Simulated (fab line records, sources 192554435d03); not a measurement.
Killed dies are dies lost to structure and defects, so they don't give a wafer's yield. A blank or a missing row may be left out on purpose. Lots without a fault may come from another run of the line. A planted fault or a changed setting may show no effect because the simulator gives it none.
Chamber matching | flow n5_finfet | N5_BEOL_M0_CUTY_ETCH_62 on rie_diel-05: 4 sister chambers
The step etches SiARC in CF4, time 58.5 s. 4 wafers are shown with their chamber, then 9 later ones without.

WAFERS WITH THEIR CHAMBER
wafer  | chamber | showerhead_plenum_p_Torr (Torr)
L089.5 | 3       | 2.27
L090.1 | 2       | 2.08
L090.3 | 0       | 2.10
L090.4 | 1       | 2.18

WAFERS WITHOUT THEIR CHAMBER
wafer  | showerhead_plenum_p_Torr (Torr)
L094.1 | 2.08
L094.5 | 2.10
L094.6 | 2.18
L095.3 | 2.18
L095.4 | 2.09
L095.6 | 2.18
L097.1 | 2.26
L097.3 | 2.09
L097.5 | 2.07

WHICH CHAMBER EACH WENT THROUGH
wafer  | from the rows above     | in truth
L094.1 | 2                       | 2
L094.5 | 0                       | 0
L094.6 | 1                       | 1
L095.3 | 1                       | 1
L095.4 | can't be placed: 2 or 0 | 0
L095.6 | 1                       | 1
L097.1 | 3                       | 3
L097.3 | can't be placed: 2 or 0 | 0
L097.5 | 2                       | 2
Placed correctly: 7 of 9. Can't be placed from these rows: 2 (the true chamber is among the candidates in 2). Placed wrongly: 0.
How it was worked out, from the rows above alone: a wafer's distance from a chamber is the root of the sum, over the readings, of the square of ((its reading less the chamber's mean) divided by the reading's scatter). The wafer belongs to the nearest chamber; if the next one is less than 2 further off, it can't be placed. A chamber's mean is the mean of its shown wafers. The scatter: with one shown wafer a chamber, the root of the mean of the squares of how far each hidden wafer lies from its nearest shown one.
